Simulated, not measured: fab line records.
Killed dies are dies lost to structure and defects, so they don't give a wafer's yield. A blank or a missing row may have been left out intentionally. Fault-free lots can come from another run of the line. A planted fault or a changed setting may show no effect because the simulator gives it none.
Chamber matching    flow n5Finfet    rieDiel-01 running N5_STI_FIN_REVEAL_STRIP_24: 4 sister chambers
The step strips in N2/H2, time 90 s. 4 wafers are shown with their chamber, then 8 later ones without.

== WAFERS, EACH WITH ITS CHAMBER ==
wafer   chamber  drypumpMotorCurrentA (A)
L085.2  0        5.2
L085.4  2        5.6
L085.6  3        6.2
L090.2  1        5.4

== WAFERS WITH NO CHAMBER GIVEN ==
wafer   drypumpMotorCurrentA (A)
L090.3  5.2
L090.5  5.6
L091.3  5.2
L091.4  6.1
L091.6  5.4
L094.2  6.2
L094.4  5.2
L094.5  5.4

== EACH ONE'S CHAMBER ==
wafer   from the rows above  in truth
L090.3  0                    0
L090.5  2                    2
L091.3  0                    0
L091.4  3                    3
L091.6  1                    1
L094.2  3                    3
L094.4  0                    0
L094.5  1                    1
8 of 8 placed correctly. Can't be placed from these rows: 0. Wrongly placed: 0.
How it was worked out, from the rows above alone: a wafer's distance from a chamber is the root of the sum, over the readings, of the square of ((its reading less the chamber's mean) divided by the reading's scatter). If the next closest chamber is less than 2 further off than the closest, the wafer can't be placed; otherwise it belongs to the closest. A chamber's mean is the mean of its shown wafers. The scatter: root of mean squared gap, hidden wafer to nearest shown wafer, with one shown wafer a chamber.
